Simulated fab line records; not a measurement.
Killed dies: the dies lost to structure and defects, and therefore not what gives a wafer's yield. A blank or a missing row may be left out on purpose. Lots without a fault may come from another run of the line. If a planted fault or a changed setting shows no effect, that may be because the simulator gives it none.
Which of the tools did it?	flow nandHarc	20 wafers from 7 lots sampled at 5 of the route's 1302 steps

## WHAT EACH GAUGE READ, for each wafer
NHARC_END_SORT_01.
lot	measured	on	killedAtArray
L992	day 28 15:45	prober-01	41 42

## WHICH TOOL RAN EACH LOT (tool, then ch and the chambers of the sampled wafers, then the start)
lot	NHARC_P_STI_HDPCVD_20	NHARC_THIN_TSV_DEP_43	NHARC_THIN_TSV_DEGAS_49	NHARC_THIN_TSV_ETCH_36
L984	hdpcvd-01 ch 0,1, day 4 11:38	pecvd-02 ch 0,1, day 25 06:20	pvdSputter-02, day 25 09:50	rieMetal-01 ch 0,1, day 25 13:23
L986	hdpcvd-01 ch 0,1, day 5 09:27	pecvd-01 ch 0,1, day 26 00:01	pvdSputter-03, day 26 03:59	rieMetal-01 ch 0,1, day 26 07:34
L988	hdpcvd-01 ch 0,1, day 6 02:02	pecvd-02 ch 0,2, day 26 12:08	pvdSputter-03, day 26 15:46	rieMetal-03 ch 0,1, day 26 19:25
L990	hdpcvd-01 ch 0,1, day 7 03:55	pecvd-04 ch 1,2, day 27 00:59	pvdSputter-03, day 27 04:28	rieMetal-03 ch 0,1, day 27 08:00
L992	hdpcvd-01 ch 1, day 8 04:32	-	-	-
L100	hdpcvd-01 ch 0,1, day 11 08:53	pecvd-02 ch 0,2, day 32 01:42	pvdSputter-01, day 32 05:41	rieMetal-02 ch 0,1, day 32 09:22
L103	hdpcvd-01 ch 0,1, day 12 07:52	pecvd-01 ch 1,2, day 32 11:54	pvdSputter-02, day 32 15:30	rieMetal-02 ch 0,1, day 32 19:12
- NHARC_P_STI_HDPCVD_20: deposits SiO2.
- NHARC_THIN_TSV_DEP_43: deposits SiO2, target thk 1328.5 nm.
- NHARC_THIN_TSV_DEGAS_49: time 120 s.
- NHARC_THIN_TSV_ETCH_36: etches the open film in Cl2/BCl3, target depth 65 nm, time 18.571 s.

## THE ANSWER, worked out from the rows above alone
Rule: the lots themselves supply what counts as usual. The widest of any qualifying gaps counts: lots, ordered by their means at a reading, are off when they make up no more than a third of the lots, leave a main group of 4 or more, and stand apart from it by 3 or more times the standard deviation of that group's means. Not used: any main group whose means are identical at the precision the tables above print for the reading. Also off: a lot with no number at a reading for which 4 or more lots have one. Any other lot the step has rows for is counted as sound.
No lot is off at any reading shown: from this, nothing can be told.

## WHAT THE SIMULATOR HAD INSERTED
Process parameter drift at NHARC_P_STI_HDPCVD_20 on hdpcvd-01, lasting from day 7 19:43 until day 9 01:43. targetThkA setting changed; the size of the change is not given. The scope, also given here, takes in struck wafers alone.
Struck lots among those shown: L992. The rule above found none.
